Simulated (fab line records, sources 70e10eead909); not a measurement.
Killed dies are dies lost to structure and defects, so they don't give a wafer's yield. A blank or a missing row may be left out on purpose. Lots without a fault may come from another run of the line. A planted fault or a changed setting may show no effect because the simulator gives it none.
Chamber matching | flow nand_harc | NHARC_A_M1_CMP_23 on cmp-02: 4 sister chambers
The step polishes, t overpolish 20 s, target thk 154.34 nm. 15 wafers are shown with their chamber, then 7 later ones without.

WAFERS WITH THEIR CHAMBER
wafer  | chamber | motor_current_A (A) | time_to_endpoint_s (s) | edge_zone_pressure_frac
L981.3 | 2       | 11.4                | 33                     | 1.003
L981.5 | 2       | 10.9                | 32                     | 1.004
L981.6 | 1       | 14.2                | 29                     | 0.996
L982.1 | 1       | 13.4                | 28                     | 0.992
L982.5 | 3       | 13.6                | 28                     | 1.006
L982.6 | 0       | 11.2                | 21                     | 1.008
L986.1 | 0       | 11.1                | 22                     | 0.997
L986.2 | 3       | 12.6                | 32                     | 1.010
L986.6 | 3       | 12.9                | 32                     | 1.005
L989.2 | 1       | 13.7                | 28                     | 0.997
L989.4 | 0       | 11.3                | 25                     | 1.003
L989.6 | 2       | 10.8                | 32                     | 1.002
L996.1 | 3       | 12.7                | 34                     | 1.000
L996.2 | 0       | 11.0                | 23                     | 0.998
L996.3 | 1       | 14.2                | 31                     | 0.999

SIGNATURES (means of the wafers above)
reading                 | chamber 0 | chamber 1 | chamber 2 | chamber 3 | scatter within a chamber
motor_current_A         | 11.150    | 13.875    | 11.033    | 12.950    | 0.348
time_to_endpoint_s      | 22.75     | 29.00     | 32.33     | 31.50     | 1.77
edge_zone_pressure_frac | 1.00150   | 0.99600   | 1.00300   | 1.00525   | 0.00376
Rule: a wafer's distance from a chamber is the root of the sum, over the readings, of the square of ((its reading less the chamber's mean) divided by the reading's scatter). The wafer belongs to the nearest chamber; if the next one is less than 2 further off, it can't be placed. The scatter: the root of (the sum of the squares of (reading less its chamber's mean) over the shown wafers, divided by (wafers less chambers)).

WAFERS WITHOUT THEIR CHAMBER
wafer  | motor_current_A (A) | time_to_endpoint_s (s) | edge_zone_pressure_frac
L997.2 | 11.2                | 37                     | 0.993
L997.5 | 10.2                | 33                     | 1.010
L998.2 | 11.4                | 37                     | 1.001
L998.3 | 14.5                | 29                     | 1.000
L104.4 | 13.3                | 29                     | 1.005
L104.5 | 11.5                | 22                     | 1.001
L104.6 | 12.4                | 30                     | 1.012

WHICH CHAMBER EACH WENT THROUGH
wafer  | from the rows above     | in truth
L997.2 | 2                       | 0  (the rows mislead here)
L997.5 | 2                       | 2
L998.2 | 2                       | 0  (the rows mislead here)
L998.3 | 1                       | 1
L104.4 | can't be placed: 3 or 1 | 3
L104.5 | 0                       | 0
L104.6 | 3                       | 3
Placed correctly: 4 of 7. Can't be placed from these rows: 1 (the true chamber is among the candidates in 1). Placed wrongly: 2.
